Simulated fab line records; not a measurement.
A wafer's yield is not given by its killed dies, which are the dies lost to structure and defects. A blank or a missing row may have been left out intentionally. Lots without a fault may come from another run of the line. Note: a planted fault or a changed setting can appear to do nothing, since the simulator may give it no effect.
fab line records	flow n5_finfet
record: lots: 7	wafers: 21	last_day: 20
route steps=1938 shown GATE_CUT@485 BEOL_M4@1111 PASSIVATION@1936
lots with no fault: from the same line, run without faults
start_h: the number of hours between the record's first day and the start of the first shown wafer of the lot	wait_h: time in hours since the lot's previous step	" the same as in the row above	L1.1+2: one row covering several wafers at once	- value missing, or start not given	* or withheld: withheld	< > ~ a bound
route shown NAME@n: a module of which the file shows steps, and the number in the route of the first	usual: average and standard deviation across the fault-free wafers	same: alike in all rows	chamber/n: place in a boat	sites: each site's reading	_std_site: standard deviation across them	_edge_site: outer sites' mean less inner sites'	radius_mm: for every site, how far away it sits from the centre of the wafer	mask NAME#n: copy n	behind: the most recent tool/chamber to have shaped the wafer	hold: cause of the lot's hold/its duration in hours/its outcome	device: the transistor (n, p or np) that didn't switch	end of line: tests run on the same wafers once the route is complete	where a step has no rows: the recipe by itself	killed: the dies lost at the first sort to structure and to defects; this is not the yield of the wafer	map: a wafer's dies, marking killed ones x, the rest . and places with no die _
set.NAME: setting as actually run; set.NAME@STEP: the setting as run at that earlier step	model.NAME: the simulator's own value behind a step, which no gauge read
lots at selected steps of the route; one table per step, one row per wafer
services: from which hour (start_h, from the record's first day; less than 0 if before it) a tool's chamber was out of use, for how many hours, and why
== steps ==
step: N5_GATE_CUT_PEB_11
recipe: peb_temp_c: 100	peb_time_s: 60	resist: CAR-EUV
step: N5_GATE_CUT_DEVELOP_12
recipe: develop_time_s: 30	developer: TMAH	resist: CAR-EUV	rinse_liquid: surfactant_rinse	dry: air_spin	dev_temp_c: 23
step: N5_GATE_CUT_CD_MEAS_13
recipe: target_cd_nm: 20	landing_energy_ev: 500	detector: se_inlens
usual: cd_nm: 20.0/0.31
lot.wafer	tool	chamber	start_h	wait_h	cd_nm
L778.1	cd_sem-03	0	118.08	-	20.2
L778.5	"	0	"	"	19.6
L778.6	"	0	"	"	20.1
L787.1	cd_sem-01	0	165.41	-	20.2
L787.2	"	0	"	"	20.0
L787.4	"	0	"	"	20.7
L788.1	cd_sem-02	0	170.88	-	19.4
L788.3	"	0	"	"	19.5
L788.5	"	0	"	"	19.5
L789.1	cd_sem-03	0	177.32	-	19.6
L789.3	"	0	"	"	19.7
L789.6	"	0	"	"	20.3
L790.3	cd_sem-03	0	183.61	-	20.1
L790.5	"	0	"	"	20.4
L790.6	"	0	"	"	20.1
L792.2	cd_sem-02	0	196.64	-	20.2
L792.3	"	0	"	"	20.5
L792.4	"	0	"	"	20.2
L796.3	cd_sem-02	0	221.75	-	19.7
L796.5	"	0	"	"	19.9
L796.6	"	0	"	"	19.8
step: N5_GATE_CUT_OVL_MEAS_14
recipe: points_per_wafer: 522
usual: GATE_CUT_OVL: -0.6/0.64
lot.wafer	tool	chamber	start_h	wait_h	GATE_CUT_OVL[nm]
L778.1	overlay-02	0	118.11	0.0	-0.2
L778.5	"	0	"	"	-1.0
L778.6	"	0	"	"	1.3
L787.1	overlay-01	0	165.44	0.0	-0.7
L787.2	"	0	"	"	-0.1
L787.4	"	0	"	"	-0.2
L788.1	overlay-01	0	170.91	0.0	-0.3
L788.3	"	0	"	"	-0.7
L788.5	"	0	"	"	-0.1
L789.1	overlay-01	0	177.35	0.0	0.3
L789.3	"	0	"	"	-0.4
L789.6	"	0	"	"	-0.3
L790.3	overlay-01	0	183.64	0.0	-0.8
L790.5	"	0	"	"	-1.4
L790.6	"	0	"	"	-0.5
L792.2	overlay-01	0	196.67	0.0	-1.7
L792.3	"	0	"	"	-0.7
L792.4	"	0	"	"	-1.0
L796.3	overlay-01	0	221.79	0.0	-0.4
L796.5	"	0	"	"	-1.1
L796.6	"	0	"	"	-0.1
step: N5_GATE_CUT_INSPECT_15
recipe: mode: adi	inspect_instrument: brightfield
usual: raw_defect_count: 142/48
lot.wafer	tool	chamber	start_h	wait_h	raw_defect_count
L778.1	defect_inspect-01	-	118.17	0.1	142
L778.5	"	-	"	"	159
L778.6	"	-	"	"	181
L787.1	defect_inspect-02	-	165.50	0.1	77
L787.2	"	-	"	"	110
L787.4	"	-	"	"	142
L788.1	defect_inspect-01	-	170.96	0.1	191
L788.3	"	-	"	"	179
L788.5	"	-	"	"	119
L789.1	defect_inspect-02	-	177.41	0.1	151
L789.3	"	-	"	"	124
L789.6	"	-	"	"	112
L790.3	defect_inspect-02	-	183.69	0.0	230
L790.5	"	-	"	"	204
L790.6	"	-	"	"	232
L792.2	defect_inspect-02	-	196.72	0.0	168
L792.3	"	-	"	"	152
L792.4	"	-	"	"	131
L796.3	defect_inspect-02	-	221.84	0.0	121
L796.5	"	-	"	"	172
L796.6	"	-	"	"	206
step: N5_GATE_CUT_DESCUM_18
recipe: chemistry: O2	time_s: 7	source_power_w: 50	bias_power_w: 20	pressure_mtorr: 20	rf_frequency_hz: 2.712e+07	temp_c: 40	resist: CAR-EUV	o2_flow_sccm: 225
usual: bias_power_w: 19.99/0.055	drypump_motor_current_A: 5.7/0.37	oes_product_au: 0.82/0.088	rf_vpp_V: 243.4/1.4	showerhead_plenum_p_Torr: 2.11/0.073	throttle_valve_pct: 20.3/0.36
lot.wafer	tool	chamber	start_h	wait_h	bias_power_w	drypump_motor_current_A	oes_product_au	rf_hours_counter_h	rf_vpp_V	showerhead_plenum_p_Torr	throttle_valve_pct
L778.1	rie_diel-06	3	118.21	0.0	20.02	5.4	0.94	15	243.2	2.02	20.1
L778.5	"	2	"	"	20.06	5.2	0.93	-	243.1	2.12	19.8
L778.6	"	3	"	"	20.09	5.4	0.95	-	242.0	2.02	20.1
L787.1	rie_diel-03	1	165.54	0.0	20.00	5.8	0.71	212	243.1	2.18	21.1
L787.2	"	2	"	"	19.87	6.3	0.88	54	244.6	2.21	20.2
L787.4	"	3	"	"	19.99	5.2	0.92	24	245.8	2.20	20.0
L788.1	rie_diel-02	2	171.01	0.0	19.97	5.7	0.76	132	240.6	1.93	20.5
L788.3	"	1	"	"	19.89	5.4	0.79	122	242.7	2.03	20.2
L788.5	"	1	"	"	19.98	5.4	0.79	-	242.8	2.03	20.2
L789.1	rie_diel-06	3	177.44	0.0	20.05	5.4	0.92	25	242.5	2.02	20.1
L789.3	"	2	"	"	20.00	5.2	0.90	16	244.2	2.12	19.8
L789.6	"	3	"	"	20.02	5.4	0.91	-	243.0	2.02	20.1
L790.3	rie_diel-06	1	183.73	0.0	19.95	5.5	0.68	221	244.5	2.15	20.5
L790.5	"	1	"	"	19.94	5.5	0.69	-	244.7	2.15	20.5
L790.6	"	2	"	"	19.95	5.2	0.90	-	242.2	2.12	19.8
L792.2	rie_diel-06	1	196.76	0.0	19.98	5.5	0.68	225	244.9	2.15	20.6
L792.3	"	3	"	"	20.04	5.4	0.91	30	241.8	2.01	20.1
L792.4	"	2	"	"	19.93	5.2	0.89	22	243.0	2.12	19.8
L796.3	rie_diel-06	0	221.87	0.0	20.02	6.3	0.80	93	243.2	2.11	20.3
L796.5	"	3	"	"	19.96	5.4	0.90	-	242.5	2.01	20.1
L796.6	"	2	"	"	19.99	5.2	0.87	-	244.0	2.11	19.9
step: N5_GATE_CUT_ETCH_28
recipe: chemistry: N2/H2	target: underlayer	target_depth_a: 130	mask_material: CAR-EUV	time_s: 10.4	ion_energy_ev: 200	pressure_mtorr: 30	source_w: 840	bias_w: 150	n2_flow_sccm: 200	h2_flow_sccm: 200	ends: cleared
usual: drypump_motor_current_A: 5.7/0.37	etch_rf_on_time_s: 10.2/0.36	oes_product_au: 0.70/0.076	rf_vpp_V: 524.6/2.6	showerhead_plenum_p_Torr: 2.57/0.093	throttle_valve_pct: 17.7/0.31
lot.wafer	tool	chamber	start_h	wait_h	drypump_motor_current_A	etch_rf_on_time_s	oes_product_au	rf_hours_counter_h	rf_vpp_V	showerhead_plenum_p_Torr	throttle_valve_pct
L778.1	rie_diel-06	3	118.24	0.0	5.4	10.4	0.79	15	522.0	2.47	17.5
L778.5	"	2	"	"	5.2	10.5	0.79	-	524.5	2.61	17.4
L778.6	"	3	"	"	5.4	10.5	0.78	-	522.7	2.47	17.5
L787.1	rie_diel-03	1	165.57	0.0	5.8	10.2	0.61	212	525.5	2.60	18.3
L787.2	"	2	"	"	6.3	10.2	0.75	54	528.2	2.71	17.8
L787.4	"	3	"	"	5.2	10.2	0.79	24	527.7	2.72	17.9
L788.1	rie_diel-02	2	171.05	0.0	5.7	10.3	0.67	132	517.3	2.32	17.7
L788.3	"	1	"	"	5.4	10.3	0.68	122	520.2	2.47	17.7
L788.5	"	1	"	"	5.4	10.2	0.68	-	521.6	2.47	17.7
L789.1	rie_diel-06	3	177.48	0.0	5.4	10.4	0.77	25	522.2	2.47	17.5
L789.3	"	2	"	"	5.2	10.4	0.77	16	527.3	2.60	17.5
L789.6	"	3	"	"	5.4	10.3	0.77	-	521.7	2.47	17.5
L790.3	rie_diel-06	1	183.76	0.0	5.5	10.5	0.59	221	526.4	2.61	17.9
L790.5	"	1	"	"	5.4	10.5	0.58	-	525.1	2.61	17.9
L790.6	"	2	"	"	5.2	10.4	0.78	-	527.2	2.60	17.4
L792.2	rie_diel-06	1	196.79	0.0	5.5	10.5	0.58	225	524.5	2.60	17.9
L792.3	"	3	"	"	5.4	10.4	0.76	30	522.9	2.47	17.5
L792.4	"	2	"	"	5.2	10.3	0.77	22	526.6	2.60	17.5
L796.3	rie_diel-06	0	221.91	0.0	6.3	10.3	0.68	93	524.1	2.54	17.4
L796.5	"	3	"	"	5.4	10.3	0.76	-	522.3	2.46	17.5
L796.6	"	2	"	"	5.2	10.6	0.74	-	525.3	2.60	17.5
step: N5_GATE_CUT_ETCH_36
recipe: chemistry: CF4	target: SiARC	target_depth_a: 130	mask_material: CAR-EUV	time_s: 21.7	ion_energy_ev: 80	pressure_mtorr: 40	source_w: 545	bias_w: 36	Ar_flow_sccm: 100	cf4_flow_sccm: 100	ends: cleared
usual: drypump_motor_current_A: 5.7/0.37	etch_rf_on_time_s: 21.4/0.75	oes_product_au: 0.70/0.076	rf_vpp_V: 184.3/1.2	showerhead_plenum_p_Torr: 2.16/0.066	throttle_valve_pct: 15.48/0.24
lot.wafer	tool	chamber	start_h	wait_h	drypump_motor_current_A	etch_rf_on_time_s	oes_product_au	rf_hours_counter_h	rf_vpp_V	showerhead_plenum_p_Torr	throttle_valve_pct
L778.1	rie_diel-06	3	118.26	0.0	5.4	21.9	0.78	15	184.5	2.10	15.49
L778.5	"	2	"	"	5.2	21.7	0.79	-	184.4	2.20	15.18
L778.6	"	3	"	"	5.4	21.9	0.79	-	184.2	2.10	15.49
L787.1	rie_diel-03	1	165.59	0.0	5.8	21.0	0.61	212	183.0	2.19	16.03
L787.2	"	2	"	"	6.2	20.8	0.76	54	186.8	2.24	15.32
L787.4	"	3	"	"	5.2	21.2	0.80	24	185.6	2.28	15.46
L788.1	rie_diel-02	2	171.07	0.0	5.6	21.8	0.67	132	181.5	1.98	15.56
L788.3	"	1	"	"	5.4	21.2	0.67	122	184.1	2.08	15.49
L788.5	"	1	"	"	5.4	21.3	0.68	-	182.8	2.09	15.48
L789.1	rie_diel-06	3	177.50	0.0	5.4	22.1	0.76	25	184.3	2.10	15.52
L789.3	"	2	"	"	5.2	21.6	0.78	16	183.7	2.20	15.19
L789.6	"	3	"	"	5.4	22.0	0.76	-	182.5	2.10	15.49
L790.3	rie_diel-06	1	183.78	0.0	5.5	21.9	0.60	221	184.1	2.17	15.62
L790.5	"	1	"	"	5.4	21.9	0.58	-	185.3	2.17	15.62
L790.6	"	2	"	"	5.2	21.6	0.78	-	184.0	2.20	15.22
L792.2	rie_diel-06	1	196.81	0.0	5.5	22.2	0.58	225	185.9	2.17	15.62
L792.3	"	3	"	"	5.4	22.3	0.75	30	183.0	2.10	15.52
L792.4	"	2	"	"	5.2	21.7	0.77	22	184.3	2.20	15.22
L796.3	rie_diel-06	0	221.93	0.0	6.2	21.5	0.67	93	184.1	2.15	15.38
L796.5	"	3	"	"	5.4	21.9	0.75	-	183.6	2.10	15.52
L796.6	"	2	"	"	5.2	21.5	0.76	-	184.4	2.19	15.23
step: N5_GATE_CUT_ETCH_37
recipe: chemistry: N2/H2	target: SOC	target_depth_a: 600	overetch_a: 120	mask_material: SiARC	temp_c: 40	time_s: 90	ion_energy_ev: 200	pressure_mtorr: 30	source_w: 840	bias_w: 150	n2_flow_sccm: 200	h2_flow_sccm: 200
usual: drypump_motor_current_A: 5.7/0.37	oes_product_au: 0.73/0.077	rf_vpp_V: 524.7/2.5	showerhead_plenum_p_Torr: 2.57/0.093	throttle_valve_pct: 17.7/0.31
lot.wafer	tool	chamber	start_h	wait_h	drypump_motor_current_A	oes_product_au	rf_hours_counter_h	rf_vpp_V	showerhead_plenum_p_Torr	throttle_valve_pct
L778.1	rie_diel-06	3	118.29	0.0	5.4	0.83	15	523.2	2.47	17.4
L778.5	"	2	"	"	5.2	0.84	-	525.0	2.61	17.4
L778.6	"	3	"	"	5.4	0.84	-	522.2	2.47	17.4
L787.1	rie_diel-03	1	165.62	0.0	5.8	0.63	212	524.1	2.60	18.3
L787.2	"	2	"	"	6.2	0.78	54	527.8	2.71	17.8
L787.4	"	3	"	"	5.1	0.82	24	528.5	2.72	17.8
L788.1	rie_diel-02	2	171.09	0.0	5.7	0.70	132	518.2	2.32	17.6
L788.3	"	1	"	"	5.4	0.70	122	519.4	2.47	17.7
L788.5	"	1	"	"	5.4	0.70	-	522.1	2.47	17.7
L789.1	rie_diel-06	3	177.52	0.0	5.4	0.81	25	520.6	2.47	17.5
L789.3	"	2	"	"	5.2	0.81	16	525.6	2.60	17.4
L789.6	"	3	"	"	5.4	0.81	-	521.7	2.47	17.5
L790.3	rie_diel-06	1	183.81	0.0	5.5	0.62	221	527.3	2.61	17.8
L790.5	"	1	"	"	5.5	0.62	-	526.6	2.61	17.9
L790.6	"	2	"	"	5.2	0.81	-	526.3	2.60	17.4
L792.2	rie_diel-06	1	196.84	0.0	5.5	0.62	225	526.2	2.60	17.8
L792.3	"	3	"	"	5.4	0.80	30	521.5	2.47	17.5
L792.4	"	2	"	"	5.2	0.81	22	526.9	2.60	17.4
L796.3	rie_diel-06	0	221.95	0.0	6.3	0.72	93	525.1	2.54	17.3
L796.5	"	3	"	"	5.4	0.79	-	522.1	2.46	17.5
L796.6	"	2	"	"	5.2	0.79	-	525.9	2.60	17.5
step: N5_GATE_CUT_STRIP_38
recipe: chemistry: N2/H2	temp_c: 40	n2_flow_sccm: 200	h2_flow_sccm: 200	rf_frequency_hz: 6e+07
step: N5_GATE_CUT_STRIP_39
recipe: chemistry: N2/H2	temp_c: 40	n2_flow_sccm: 200	h2_flow_sccm: 200	rf_frequency_hz: 6e+07
step: N5_GATE_CUT_HM_OPEN_40
recipe: chemistry: C4F6/O2	target: SiO2	mask_material: SiARC	target_depth_a: 1390	time_s: 85.1	ion_energy_ev: 250	pressure_mtorr: 30	source_w: 345	bias_w: 185	Ar_flow_sccm: 300	C4F6_flow_sccm: 10	O2_flow_sccm: 10	ends: cleared
step: N5_GATE_CUT_STRIP_41
recipe: chemistry: CF4	resist: SiARC	power_w: 300	bias_power_w: 75	pressure_mtorr: 50	cf4_flow_sccm: 150	rf_frequency_hz: 6e+07
usual: bias_power_w: 75.00/0.24	cf4_flow_sccm: 150.1/0.43	drypump_motor_current_A: 5.7/0.37	oes_product_au: 0.188/0.02	rf_vpp_V: 271.5/1.6	showerhead_plenum_p_Torr: 1.81/0.055	throttle_valve_pct: 13.45/0.24
lot.wafer	tool	chamber	start_h	wait_h	bias_power_w	cf4_flow_sccm	drypump_motor_current_A	oes_product_au	rf_hours_counter_h	rf_vpp_V	showerhead_plenum_p_Torr	throttle_valve_pct
L778.1	rie_diel-06	3	118.43	0.0	75.20	150.1	5.4	0.214	16	270.8	1.76	13.43
L778.5	"	2	"	"	74.90	150.8	5.2	0.215	-	272.7	1.84	13.11
L778.6	"	3	"	"	74.86	150.6	5.4	0.211	-	271.0	1.76	13.43
L787.1	rie_diel-03	1	165.76	0.0	74.58	150.3	5.8	0.165	212	273.0	1.83	14.01
L787.2	"	2	"	"	75.15	150.2	6.3	0.201	54	274.7	1.89	13.32
L787.4	"	3	"	"	75.37	149.6	5.2	0.205	24	272.9	1.90	13.37
L788.1	rie_diel-02	2	171.24	0.0	-	-	-	-	-	-	-	-
L788.3	"	1	"	"	-	-	-	-	-	-	-	-
L788.5	"	1	"	"	-	-	-	-	-	-	-	-
L789.1	rie_diel-06	3	177.67	0.0	-	-	-	-	-	-	-	-
L789.3	"	2	"	"	-	-	-	-	-	-	-	-
L789.6	"	3	"	"	-	-	-	-	-	-	-	-
L790.3	rie_diel-06	1	183.95	0.0	-	-	-	-	-	-	-	-
L790.5	"	1	"	"	-	-	-	-	-	-	-	-
L790.6	"	2	"	"	-	-	-	-	-	-	-	-
L792.2	rie_diel-06	1	196.98	0.0	75.14	149.9	5.5	0.161	225	272.6	1.81	13.62
L792.3	"	3	"	"	75.09	150.5	5.4	0.209	30	269.8	1.76	13.47
L792.4	"	2	"	"	75.22	149.5	5.2	0.211	22	271.7	1.83	13.13
L796.3	rie_diel-06	0	222.10	0.0	74.84	150.1	6.2	0.183	93	269.9	1.80	13.35
L796.5	"	3	"	"	74.74	150.3	5.4	0.200	-	271.3	1.76	13.46
L796.6	"	2	"	"	75.03	150.6	5.2	0.206	-	272.1	1.83	13.16
step: N5_GATE_CUT_STRIP_42
recipe: chemistry: O2	power_w: 400	temp_c: 40	pressure_mtorr: 30	rf_frequency_hz: 6e+07	bias_power_w: 0	overash_fraction: 0.3	o2_flow_sccm: 225
usual: chamber_pressure_mTorr: 29.998/0.027	drypump_motor_current_A: 5.7/0.37	oes_product_au: 0.82/0.088	rf_vpp_V: 3.6/0.48	showerhead_plenum_p_Torr: 2.12/0.073	throttle_valve_pct: 16.5/0.32
same: bias_power_w: 0
lot.wafer	tool	chamber	start_h	wait_h	chamber_pressure_mTorr	drypump_motor_current_A	oes_product_au	rf_hours_counter_h	rf_vpp_V	showerhead_plenum_p_Torr	throttle_valve_pct
L778.1	rie_diel-06	3	118.45	0.0	29.994	5.4	0.93	16	3.9	2.02	16.3
L778.5	"	2	"	"	30.035	5.2	0.93	-	3.3	2.13	16.1
L778.6	"	3	"	"	29.987	5.4	0.93	-	3.1	2.02	16.3
L787.1	rie_diel-03	1	165.78	0.0	29.980	5.8	0.71	212	4.3	2.18	17.3
L787.2	"	2	"	"	30.027	6.3	0.87	54	3.5	2.21	16.4
L787.4	"	3	"	"	30.056	5.2	0.92	24	4.6	2.20	16.3
L788.1	rie_diel-02	2	171.26	0.0	29.950	5.7	0.77	132	3.8	1.94	16.7
L788.3	"	1	"	"	29.962	5.4	0.80	122	3.7	2.03	16.5
L788.5	"	1	"	"	29.984	5.4	0.80	-	3.4	2.03	16.5
L789.1	rie_diel-06	3	177.69	0.0	29.998	5.4	0.92	25	3.7	2.02	16.4
L789.3	"	2	"	"	30.033	5.2	0.90	16	4.3	2.12	16.1
L789.6	"	3	"	"	30.001	5.4	0.91	-	3.5	2.02	16.4
L790.3	rie_diel-06	1	183.97	0.0	30.031	5.5	0.68	221	3.0	2.16	16.8
L790.5	"	1	"	"	30.035	5.5	0.68	-	3.6	2.16	16.8
L790.6	"	2	"	"	30.017	5.2	0.91	-	3.3	2.12	16.1
L792.2	rie_diel-06	1	197.00	0.0	30.004	5.5	0.67	225	3.2	2.15	16.8
L792.3	"	3	"	"	30.001	5.3	0.91	30	3.5	2.02	16.4
L792.4	"	2	"	"	30.001	5.2	0.89	22	3.8	2.12	16.1
L796.3	rie_diel-06	0	222.12	0.0	29.987	6.2	0.81	93	2.8	2.12	16.5
L796.5	"	3	"	"	29.948	5.4	0.90	-	3.9	2.02	16.4
L796.6	"	2	"	"	29.980	5.2	0.88	-	4.3	2.12	16.1
step: N5_BEOL_M4_RC_MEAS_101
usual: DIBL_N: 37.1/2.6	DIBL_P: 38/3	IOFF_N: 0.18/0.052	IOFF_P: 0.25/0.06	ION_N: 678/15	ION_P: 467/8.6	SS_N: 71.7/0.73	SS_P: 73.7/0.89	VT_N: 249/4.3	VT_P: -248/3.8
lot.wafer	tool	chamber	start_h	wait_h	DIBL_N[mV/V]	DIBL_P[mV/V]	IOFF_N[nA/um]	IOFF_P[nA/um]	ION_N[uA/um]	ION_P[uA/um]	SS_N[mV/dec]	SS_P[mV/dec]	VT_N[mV]	VT_P[mV]
L778.1	prober-02	0	272.96	0.0	36.6	38	0.17	0.27	669	466	71.8	73.7	250	-247
L778.5	"	0	"	"	31.1	30	0.09	0.16	638	451	71.0	71.6	261	-254
L778.6	"	0	"	"	35.8	35	0.15	0.22	666	465	71.7	73.3	252	-250
L787.1	prober-02	0	316.04	0.0	36.1	36	0.16	0.20	683	463	72.0	72.7	250	-253
L787.2	"	0	"	"	35.2	36	0.15	0.21	671	457	72.2	73.5	249	-252
L787.4	"	0	"	"	33.3	34	0.11	0.17	652	459	71.0	72.6	257	-252
L788.1	prober-01	0	317.15	0.0	35.4	36	0.13	0.21	662	464	71.3	73.9	255	-251
L788.3	"	0	"	"	35.0	36	0.13	0.22	669	464	70.7	73.9	254	-249
L788.5	"	0	"	"	36.1	38	0.15	0.25	682	473	71.1	74.1	250	-247
L790.3	prober-02	0	327.20	0.3	38.7	40	0.19	0.30	681	474	71.1	74.3	249	-244
L790.5	"	0	"	"	37.3	37	0.18	0.26	690	473	71.5	73.5	248	-243
L790.6	"	0	"	"	40.8	43	0.24	0.39	687	477	72.3	74.8	243	-239
L789.1	prober-01	0	342.43	0.0	41.6	44	0.31	0.41	703	482	73.3	74.6	241	-237
L789.3	"	0	"	"	40.9	43	0.27	0.40	697	481	73.0	75.1	242	-242
L789.6	"	0	"	"	41.4	44	0.28	0.44	696	476	72.5	75.9	242	-240
L792.2	prober-01	0	348.81	0.2	38.7	41	0.21	0.26	686	463	72.1	74.4	248	-248
L792.3	"	0	"	"	38.3	40	0.20	0.23	684	463	71.8	74.2	245	-250
L792.4	"	0	"	"	34.2	37	0.13	0.20	666	464	70.8	72.9	253	-252
L796.3	prober-02	0	375.66	0.3	38.1	39	0.22	0.27	683	469	72.4	74.3	245	-249
L796.5	"	0	"	"	37.7	40	0.22	0.29	690	468	72.2	74.0	245	-247
L796.6	"	0	"	"	40.0	42	0.27	0.34	699	472	72.8	74.7	242	-242
step: N5_PASSIVATION_PROBE_49
usual: defect_limited_yield: 91.4/1.4	killed_at_M0_to_M3: 34/9.1	killed_at_M4_up: 14/5.2	killed_at_contacts: 12/6.4	killed_at_front_end: 38/11	killed_at_other: 3.7/2.8	killed_dies: 102/17	killed_open: 68/13	killed_short: 32/7.8	sort_bin_4_leakage: 0.05/0.3	sort_bin_5_function: 5.1/1	sort_bin_6_memory: 3.2/0.66	sort_bin_8_speed: 0.1/0.92	sort_n_pass: 1076/19	sort_yield_pct: 91.2/1.6
same: gross_dies: 1180	killed_at_back_side: 0
lot.wafer	tool	chamber	start_h	wait_h	defect_limited_yield[%]	killed_at_M0_to_M3	killed_at_M4_up	killed_at_contacts	killed_at_front_end	killed_at_other	killed_dies	killed_open	killed_short	sort_bin_4_leakage[%]	sort_bin_5_function[%]	sort_bin_6_memory[%]	sort_bin_8_speed[%]	sort_n_pass	sort_yield_pct[%]
L788.1	prober-02	-	422.42	0.0	92.9	20	14	14	32	4	84	44	36	0	3.8	2.9	0	1096	92.9
L788.3	prober-02	-	422.52	0.1	88.5	46	24	29	34	3	136	104	30	0	6.7	4.5	0	1044	88.5
L788.5	prober-02	-	422.62	0.2	87.0	43	20	12	71	7	153	112	40	0	8.1	4.6	0	1027	87.0
L787.1	prober-01	-	426.32	0.0	89.7	47	19	11	34	10	121	73	45	0	5.8	4.1	0.1	1059	89.7
L787.2	prober-01	-	426.37	0.1	93.8	12	11	12	35	3	73	43	29	0	3.6	1.9	0	1107	93.8
L787.4	prober-01	-	426.47	0.2	90.8	37	22	7	41	2	109	62	42	0	5.0	3.7	0	1071	90.8
L790.3	prober-01	-	436.21	0.1	91.5	28	15	8	42	7	100	69	31	0	4.9	3.1	0	1080	91.5
L790.5	prober-01	-	436.31	0.2	89.2	34	15	6	69	3	127	80	46	0	5.6	4.9	0	1053	89.2
L790.6	prober-01	-	436.36	0.3	91.1	30	11	10	53	1	105	74	30	0	4.7	3.9	0	1075	91.1
L796.3	prober-01	-	477.25	0.1	90.8	40	18	17	30	4	109	81	24	0	6.1	3.1	0	1071	90.8
L796.5	prober-01	-	477.35	0.2	89.7	34	23	28	31	6	122	81	40	0	6.2	3.6	0	1058	89.7
L796.6	prober-01	-	477.40	0.3	91.6	33	15	11	33	7	99	68	26	0	5.7	2.3	0	1081	91.6
killed by level:class
L788.1 STI_FIN_REVEAL:geometric_particle:open=10 MOL_CONTACT_COAG:geometric_particle:open=10 BEOL_M0_SAQP:geometric_particle:short=5 BEOL_M1:geometric_particle:open=5 STI_FIN_REVEAL:geometric_particle:short=4 MOL_CONTACT_COAG:geometric_particle:short=4 BEOL_M13:coat_microbubble_printed=4 FIN_SAQP:geometric_particle:open=3
L788.3 MOL_CONTACT_COAG:geometric_particle:open=23 BEOL_M4:geometric_particle:open=17 STI_FIN_REVEAL:geometric_particle:open=14 BEOL_M0_SAQP:geometric_particle:open=13 BEOL_M1:geometric_particle:open=9 BEOL_M2:geometric_particle:open=8 DUMMY_GATE:geometric_particle:open=6 MOL_CONTACT_COAG:geometric_particle:short=6
L788.5 STI_FIN_REVEAL:geometric_particle:open=42 FIN_SAQP:geometric_particle:open=11 BEOL_M0_SAQP:geometric_particle:short=11 BEOL_M2:geometric_particle:open=11 BEOL_M0_SAQP:geometric_particle:open=10 BEOL_M4:geometric_particle:open=9 MOL_CONTACT_COAG:geometric_particle:short=7 MOL_CONTACT_COAG:geometric_particle:open=5
L787.1 BEOL_M0_SAQP:geometric_particle:open=14 BEOL_M4:geometric_particle:open=12 BEOL_M0_SAQP:geometric_particle:short=12 FIN_SAQP:geometric_particle:short=9 MOL_CONTACT_COAG:geometric_particle:open=8 FIN_SAQP:geometric_particle:open=7 BEOL_M3:geometric_particle:open=5 STI_FIN_REVEAL:geometric_particle:open=4
L787.2 MOL_CONTACT_COAG:geometric_particle:open=10 FIN_SAQP:geometric_particle:open=9 FIN_SAQP:geometric_particle:short=6 DUMMY_GATE:geometric_particle:open=5 BEOL_M4:geometric_particle:short=5 BEOL_M4:geometric_particle:open=4 STI_FIN_REVEAL:geometric_particle:short=3 GATE_CUT:geometric_particle:short=3
L787.4 BEOL_M0_SAQP:geometric_particle:short=12 BEOL_M0_SAQP:geometric_particle:open=10 DUMMY_GATE:geometric_particle:open=8 FIN_SAQP:geometric_particle:open=7 FIN_SAQP:geometric_particle:short=7 BEOL_M4:geometric_particle:open=7 MOL_CONTACT_COAG:geometric_particle:open=6 BEOL_M4:geometric_particle:short=6
L790.3 FIN_SAQP:geometric_particle:open=17 MOL_CONTACT_COAG:geometric_particle:open=8 FIN_SAQP:geometric_particle:short=7 BEOL_M2:geometric_particle:open=7 BEOL_M3:geometric_particle:open=6 BEOL_M4:geometric_particle:open=6 BEOL_M0:geometric_particle:open=4 STI_FIN_REVEAL:geometric_particle:open=3
L790.5 FIN_SAQP:geometric_particle:open=19 FIN_SAQP:geometric_particle:short=13 STI_FIN_REVEAL:geometric_particle:open=10 BEOL_M3:geometric_particle:open=9 STARTING-WAFER:geometric_particle:short=6 BEOL_M0_SAQP:geometric_particle:open=5 MOL_CONTACT_COAG:geometric_particle:open=5 BEOL_M0_SAQP:geometric_particle:short=5
L790.6 FIN_SAQP:geometric_particle:open=19 MOL_CONTACT_COAG:geometric_particle:open=10 BEOL_M3:geometric_particle:open=7 BEOL_M0:geometric_particle:open=6 FIN_SAQP:geometric_particle:short=5 DUMMY_GATE:geometric_particle:open=5 BEOL_M3:geometric_particle:short=5 BEOL_M6:geometric_particle:open=4
L796.3 MOL_CONTACT_COAG:geometric_particle:open=14 STI_FIN_REVEAL:geometric_particle:open=10 BEOL_M1:geometric_particle:open=9 BEOL_M2:geometric_particle:open=9 BEOL_M4:geometric_particle:open=7 FIN_SAQP:geometric_particle:open=6 BEOL_M0_SAQP:geometric_particle:open=5 BEOL_M0_SAQP:geometric_particle:short=5
L796.5 MOL_CONTACT_COAG:geometric_particle:open=22 BEOL_M3:geometric_particle:open=11 BEOL_M0_SAQP:geometric_particle:short=7 BEOL_M0:geometric_particle:open=7 BEOL_M4:geometric_particle:open=7 STI_FIN_REVEAL:geometric_particle:open=6 MOL_CONTACT_COAG:geometric_particle:short=6 FIN_SAQP:geometric_particle:open=5
L796.6 FIN_SAQP:geometric_particle:open=12 MOL_CONTACT_COAG:geometric_particle:open=9 BEOL_M3:geometric_particle:open=9 BEOL_M0_SAQP:geometric_particle:open=8 STI_FIN_REVEAL:geometric_particle:open=7 BEOL_M0_SAQP:geometric_particle:short=5 BEOL_M1:geometric_particle:open=5 BEOL_M4:geometric_particle:open=5
== services ==
tool	chamber	start_h	hours	kind
rie_diel-06	-	105.21	0.6	repair
rie_diel-02	1	124.87	2.3	repair
rie_diel-02	1	203.70	9.6	repair
rie_diel-02	0	216.37	5.1	repair
== key ==
first_sign: step: N5_GATE_CUT_STRIP_41	reading: tool_record	direction: missing
effect none on later readings
met_at N5_GATE_CUT_STRIP_41
struck_wafers L788.1,L788.3,L788.5,L789.1,L789.3,L789.6,L790.3,L790.5,L790.6
onset_between 118.43 171.24
fault: kind: skipped_step_whole	tool: rie_diel-02,rie_diel-06	chamber: -	onset_h: 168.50	steps: N5_GATE_CUT_STRIP_41	scope: struck_lots_only
